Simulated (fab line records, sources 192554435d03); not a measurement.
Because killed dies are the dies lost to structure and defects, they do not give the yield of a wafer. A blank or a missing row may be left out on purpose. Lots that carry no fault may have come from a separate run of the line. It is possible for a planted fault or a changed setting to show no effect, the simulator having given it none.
fab line records -- flow n5Finfet
record lots=6, wafers=18, lastDay=18
route steps=1938 shown BEOL_M3@1019 BEOL_M4@1021
lots with no fault: from the same line, run without faults
startH: hours from the record's opening day to when the first of the lot's shown wafers began -- waitH: hours elapsed since this lot's preceding step -- " unchanged from the row above -- L1.1+2: a row that stands for several wafers -- - no value, or no start was given -- * or withheld: withheld -- < > ~ a bound
route shown NAME@n: a module of which the file shows steps, and the number in the route of the first -- usual: mean and standard deviation over wafers with no fault -- same: alike in all rows -- chamber/n: place in a boat -- sites: each site's reading -- _std_site: their standard deviation -- _edge_site: inner sites' mean taken away from outer sites' mean -- radiusMm: how far each site lies from the wafer's centre -- mask NAME#n: copy n -- behind: the last tool/chamber to shape the wafer -- hold: why the lot was held/for how many hours/how that ended -- device: the transistor (n, p or np) that didn't switch -- end of line: the same wafers' tests at the end of the route -- a step given without rows: its recipe and nothing more -- killed: the dies lost at the first sort to structure and to defects; this is not the yield of the wafer -- map: a wafer's dies, marking killed ones x, the rest . and places with no die _
set.NAME: the run value of the setting; set.NAME@STEP: its run value at that earlier step -- model.NAME: the simulator's own value behind a step, which no gauge read
lots seen at some steps along the route; tables by step, rows by wafer
services: a tool's chamber out of use, with start hour (startH, from the record's first day; less than 0 if before it), hours out, and reason
## steps
# step N5_BEOL_M3_RS_MEAS_58
# recipe thkMeasGauge=four-point-probe, reads=Co_of_BEOL_M3_CO_CAP_55+Cu_of_BEOL_M3_ECD_50+Co_of_BEOL_M3_CVD_47+TaN_of_BEOL_M3_ALD_84
# usual M3_RS=0.66/0.032
lot.wafer,tool,chamber,startH,waitH,M3_RS[ohm/sq]
L834.1,filmMetro-01,-,202.75,0.0,0.70
L834.3,filmMetro-01,-,202.75,0.0,0.69
L834.4,filmMetro-01,-,202.75,0.0,0.66
L832.2,filmMetro-01,-,207.43,0.1,0.72
L832.3,filmMetro-01,-,207.43,0.1,0.70
L832.4,filmMetro-01,-,207.43,0.1,0.65
L835.2,filmMetro-02,-,227.63,0.1,0.70
L835.5,filmMetro-02,-,227.63,0.1,0.68
L835.6,filmMetro-02,-,227.63,0.1,0.67
L841.3,filmMetro-01,-,266.21,0.1,0.66
L841.4,filmMetro-01,-,266.21,0.1,0.61
L841.6,filmMetro-01,-,266.21,0.1,0.59
L846.2,filmMetro-02,-,283.69,0.1,0.71
L846.5,filmMetro-02,-,283.69,0.1,0.68
L846.6,filmMetro-02,-,283.69,0.1,0.69
L848.2,filmMetro-01,-,303.42,0.1,0.65
L848.4,filmMetro-01,-,303.42,0.1,0.67
L848.6,filmMetro-01,-,303.42,0.1,0.63
# step N5_BEOL_M3_INSPECT_59
# recipe inspectInstrument=darkfield, mode=postDep
# usual rawDefectCount=71/24
lot.wafer,tool,chamber,startH,waitH,rawDefectCount
L834.1,defectInspect-01,-,202.78,0.0,52
L834.3,defectInspect-01,-,202.78,0.0,63
L834.4,defectInspect-01,-,202.78,0.0,54
L832.2,defectInspect-01,-,207.45,0.0,69
L832.3,defectInspect-01,-,207.45,0.0,104
L832.4,defectInspect-01,-,207.45,0.0,87
L835.2,defectInspect-02,-,227.66,0.0,60
L835.5,defectInspect-02,-,227.66,0.0,92
L835.6,defectInspect-02,-,227.66,0.0,87
L841.3,defectInspect-02,-,266.24,0.0,46
L841.4,defectInspect-02,-,266.24,0.0,65
L841.6,defectInspect-02,-,266.24,0.0,76
L846.2,defectInspect-01,-,283.72,0.0,113
L846.5,defectInspect-01,-,283.72,0.0,96
L846.6,defectInspect-01,-,283.72,0.0,104
L848.2,defectInspect-02,-,303.45,0.0,33
L848.4,defectInspect-02,-,303.45,0.0,79
L848.6,defectInspect-02,-,303.45,0.0,34
# step N5_BEOL_M4_ILD_DEP_00
# recipe material=SiOC, targetThkA=790, tempC=350, precursor=DEMS/O2, pressureTorr=5, rfW=500, timeS=15.3
# usual chamberPressureTorr=4.998/0.011, heaterPowerW=473/68, showerheadPlenumPTorr=5.700/0.017, throttleValvePct=11.8/0.63
lot.wafer,tool,chamber,startH,waitH,chamberPressureTorr,heaterPowerW,showerheadPlenumPTorr,sinceWetCleanH,throttleValvePct
L834.1,pecvd-01,2,202.82,0.0,4.991,433,5.726,241,10.6
L834.3,pecvd-01,0,202.82,0.0,5.011,480,5.714,115,11.4
L834.4,pecvd-01,0,202.82,0.0,4.997,486,5.715,-,11.3
L832.2,pecvd-01,1,207.49,0.0,4.995,585,5.690,1818,11.7
L832.3,pecvd-01,0,207.49,0.0,5.006,560,5.716,120,11.3
L832.4,pecvd-01,2,207.49,0.0,4.979,462,5.710,-,10.5
L835.2,pecvd-01,1,227.69,0.0,5.011,511,5.690,1838,11.7
L835.5,pecvd-01,1,227.69,0.0,4.996,518,5.697,-,11.9
L835.6,pecvd-01,2,227.69,0.0,4.988,459,5.731,-,10.4
L841.3,pecvd-03,2,266.28,0.0,4.992,424,5.708,579,12.1
L841.4,pecvd-03,2,266.28,0.0,5.003,426,5.717,-,12.0
L841.6,pecvd-03,0,266.28,0.0,5.008,446,5.689,-,11.4
L846.2,pecvd-01,2,283.75,0.0,4.995,424,5.737,322,10.8
L846.5,pecvd-01,2,283.75,0.0,4.999,427,5.720,-,10.4
L846.6,pecvd-01,1,283.75,0.0,5.033,507,5.701,-,11.9
L848.2,pecvd-01,2,303.49,0.0,5.005,502,5.739,342,10.8
L848.4,pecvd-01,0,303.49,0.0,4.980,439,5.712,-,11.5
L848.6,pecvd-01,1,303.49,0.0,4.993,596,5.704,-,11.9
# step N5_BEOL_M4_THK_MEAS_01
# recipe reads=SiOC_of_BEOL_M4_ILD_DEP_00
# usual M4_ILD_THK=78.9/1.1
lot.wafer,tool,chamber,startH,waitH,M4_ILD_THK[nm]
L834.1,filmMetro-02,-,202.88,0.0,78.2
L834.3,filmMetro-02,-,202.88,0.0,79.1
L834.4,filmMetro-02,-,202.88,0.0,80.1
L832.2,filmMetro-02,-,207.56,0.1,77.3
L832.3,filmMetro-02,-,207.56,0.1,79.1
L832.4,filmMetro-02,-,207.56,0.1,78.2
L835.2,filmMetro-01,-,227.76,0.1,78.5
L835.5,filmMetro-01,-,227.76,0.1,80.0
L835.6,filmMetro-01,-,227.76,0.1,78.9
L841.3,filmMetro-01,-,266.35,0.1,78.7
L841.4,filmMetro-01,-,266.35,0.1,81.2
L841.6,filmMetro-01,-,266.35,0.1,78.8
L846.2,filmMetro-02,-,283.82,0.1,78.2
L846.5,filmMetro-02,-,283.82,0.1,78.9
L846.6,filmMetro-02,-,283.82,0.1,78.9
L848.2,filmMetro-02,-,303.55,0.1,78.6
L848.4,filmMetro-02,-,303.55,0.1,78.9
L848.6,filmMetro-02,-,303.55,0.1,79.6
# step N5_BEOL_M4_PECVD_72
# recipe material=SiO2, targetThkA=160, tempC=400, precursor=TEOS/O2, pressureTorr=5.5, rfW=450, teosFlowSccm=53.8, gas=O2, flowSccm=3000, timeS=18
# usual chamberPressureTorr=5.500/0.012, heaterPowerW=726/98, showerheadPlenumPTorr=8.81/0.064, throttleValvePct=21.8/1.1
lot.wafer,tool,chamber,startH,waitH,chamberPressureTorr,heaterPowerW,showerheadPlenumPTorr,sinceWetCleanH,throttleValvePct
L834.1,pecvd-03,0,202.92,0.0,5.506,670,8.76,1269,21.3
L834.3,pecvd-03,1,202.92,0.0,5.500,555,8.72,1994,24.0
L834.4,pecvd-03,0,202.92,0.0,5.490,695,8.74,-,21.4
L832.2,pecvd-04,1,207.59,0.0,5.489,667,8.80,1455,22.0
L832.3,pecvd-04,1,207.59,0.0,5.504,676,8.78,-,22.0
L832.4,pecvd-04,0,207.59,0.0,5.480,813,8.75,-,21.2
L835.2,pecvd-03,1,227.80,0.0,5.487,694,8.73,2019,23.9
L835.5,pecvd-03,1,227.80,0.0,5.496,672,8.72,-,23.7
L835.6,pecvd-03,2,227.80,0.0,5.478,703,8.90,-,22.7
L841.3,pecvd-04,0,266.38,0.0,5.501,859,8.76,71,21.4
L841.4,pecvd-04,2,266.38,0.0,5.512,669,8.76,-,20.3
L841.6,pecvd-04,1,266.38,0.0,5.481,702,8.81,-,21.9
L846.2,pecvd-03,0,283.86,0.0,5.502,681,8.77,1350,21.3
L846.5,pecvd-03,1,283.86,0.0,5.486,680,8.74,-,24.0
L846.6,pecvd-03,0,283.86,0.0,5.506,683,8.75,-,21.4
L848.2,pecvd-03,1,303.59,0.0,5.490,644,8.73,2095,23.8
L848.4,pecvd-03,2,303.59,0.0,5.483,650,8.89,-,23.0
L848.6,pecvd-03,1,303.59,0.0,5.508,630,8.76,-,23.8
# step N5_BEOL_M4_HM_DEP_02
# recipe material=TiN, targetThkA=200, tempC=25, chamberPressurePa=0.49996
# usual chamberPressurePa=0.5000/0.001, throttleValvePct=30.1/1.2
lot.wafer,tool,chamber,startH,waitH,chamberPressurePa,throttleValvePct
L834.1,pvdSputter-01,-,204.68,1.7,0.4993,30.2
L834.3,pvdSputter-01,-,204.68,1.7,0.4991,28.3
L834.4,pvdSputter-01,-,204.68,1.7,0.4991,30.3
L832.2,pvdSputter-03,-,209.13,1.5,0.4996,28.8
L832.3,pvdSputter-03,-,209.13,1.5,0.5014,29.2
L832.4,pvdSputter-03,-,209.13,1.5,0.5004,28.8
L835.2,pvdSputter-02,-,229.70,1.9,0.5012,29.9
L835.5,pvdSputter-02,-,229.70,1.9,0.5011,30.2
L835.6,pvdSputter-02,-,229.70,1.9,0.5005,29.2
L841.3,pvdSputter-02,-,266.44,0.0,0.5001,29.2
L841.4,pvdSputter-02,-,266.44,0.0,0.5001,29.7
L841.6,pvdSputter-02,-,266.44,0.0,0.4998,32.3
L846.2,pvdSputter-01,-,284.73,0.9,0.4994,31.5
L846.5,pvdSputter-01,-,284.73,0.9,0.5003,30.2
L846.6,pvdSputter-01,-,284.73,0.9,0.5004,30.4
L848.2,pvdSputter-02,-,305.29,1.7,0.5028,29.8
L848.4,pvdSputter-02,-,305.29,1.7,0.5002,32.4
L848.6,pvdSputter-02,-,305.29,1.7,0.5019,29.8
# step N5_BEOL_M4_COAT_61
# recipe resist=SOC, tempC=250, timeS=60, spinRpm=1500, resistThkNm=60
# step N5_BEOL_M4_COAT_62
# recipe resist=SiARC, tempC=220, timeS=60, spinRpm=1500, resistThkNm=12
# step N5_BEOL_M4_COAT_73
# recipe resist=underlayer, tempC=205, timeS=60, spinRpm=1500, resistThkNm=5
# step N5_BEOL_M4_COAT_05
# recipe resist=CAR-EUV, spinRpm=1500, resistThkNm=30
# step N5_BEOL_M4_EBR_07
# recipe solvent=PGMEA, ebrWidthMm=1.5
# step N5_BEOL_M4_SOFTBAKE_06
# recipe tempC=110, timeS=60, resist=CAR-EUV
# step N5_BEOL_M4_EXPOSE_08
# recipe maskId=M4, na=0.33, sourceShape=dipole, sigmaInner=0.369, sigmaOuter=0.767, polarization=unpolarized, doseMj=41.25
# usual dipoleOpeningDeg=79.7/0, exposureDoseMJCm2=41.16/0.046, na=0.33/0, reticleTempC=23.02/0.093
lot.wafer,tool,chamber,startH,waitH,mask,dipoleOpeningDeg,exposureDoseMJCm2,na,reticleTempC
L834.1,euvScanner-02,0,204.95,-,M4#0,79.7,41.15,0.33,23.11
L834.3,euvScanner-02,0,204.95,-,M4#0,79.7,41.17,0.33,23.04
L834.4,euvScanner-02,0,204.95,-,M4#0,79.7,41.16,0.33,23.04
L832.2,euvScanner-01,-,209.52,-,M4#0,-,-,-,-
L832.3,euvScanner-01,-,209.52,-,M4#0,-,-,-,-
L832.4,euvScanner-01,-,209.52,-,M4#0,-,-,-,-
L835.2,euvScanner-01,-,229.97,-,M4#0,-,-,-,-
L835.5,euvScanner-01,-,229.97,-,M4#0,-,-,-,-
L835.6,euvScanner-01,-,229.97,-,M4#0,-,-,-,-
L841.3,euvScanner-01,0,266.71,-,M4#0,79.7,41.22,0.33,22.92
L841.4,euvScanner-01,0,266.71,-,M4#0,79.7,41.17,0.33,23.05
L841.6,euvScanner-01,0,266.71,-,M4#0,79.7,41.11,0.33,22.99
L846.2,euvScanner-02,0,285.13,-,M4#0,79.7,41.10,0.33,23.00
L846.5,euvScanner-02,0,285.13,-,M4#0,79.7,41.11,0.33,23.08
L846.6,euvScanner-02,0,285.13,-,M4#0,79.7,41.09,0.33,23.00
L848.2,euvScanner-02,0,305.56,-,M4#0,79.7,41.09,0.33,23.03
L848.4,euvScanner-02,0,305.56,-,M4#0,79.7,41.13,0.33,22.96
L848.6,euvScanner-02,0,305.56,-,M4#0,79.7,41.14,0.33,22.93
# step N5_BEOL_M4_PEB_09
# recipe pebTempC=100, pebTimeS=60, resist=CAR-EUV
## services
tool,chamber,startH,hours,kind
pecvd-03,0,186.08,5.0,scheduledDown
euvScanner-02,-,194.34,1.0,pm
pecvd-04,2,202.38,-,clean
pecvd-04,2,202.38,-,consumableReplace:showerhead
pecvd-04,2,202.38,29.0,scheduledDown
pecvd-04,2,202.38,29.0,ventCycle
euvScanner-01,-,206.25,1.0,pm
pecvd-03,0,227.38,25.5,repair
pvdSputter-01,-,231.67,2.2,repair
pvdSputter-01,-,236.50,2.7,repair
euvScanner-01,-,238.70,23.5,repair
pecvd-01,0,239.72,2.1,scheduledDown
euvScanner-02,-,262.17,1.0,pm
pecvd-01,-,262.81,2.8,pm
euvScanner-01,-,263.18,1.0,pm
euvScanner-02,-,264.23,5.8,pm
euvScanner-01,-,282.41,5.8,pm
euvScanner-01,-,292.47,0.3,repair
pecvd-03,0,292.95,5.5,scheduledDown
pecvd-04,1,297.75,48.4,repair
euvScanner-01,-,299.42,4.6,pm
pecvd-04,0,304.09,2.1,scheduledDown
## key
firstSign step=N5_BEOL_M4_EXPOSE_08, reading=toolRecord, direction=missing
effect none on later readings
metAt N5_BEOL_M4_EXPOSE_08
struckWafers L832.2,L832.3,L832.4,L835.2,L835.5,L835.6
laterRowsLeftOut L832.2,L832.3,L832.4,L835.2,L835.5,L835.6
sortLeftOut L832.2,L832.3,L832.4,L835.2,L835.5,L835.6
fault kind=skippedStepWhole, tool=euvScanner-01, chamber=-, onsetH=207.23, steps=N5_BEOL_M4_EXPOSE_08, scope=struckLotsOnly
# sortLeftOut: the simulated sort isn't trusted on such a fault, so these wafers' sort isn't shown, and their yield isn't known
# laterRowsLeftOut: the simulator's readings of these wafers behind a module that went badly wrong aren't trusted and aren't shown, but for the sort
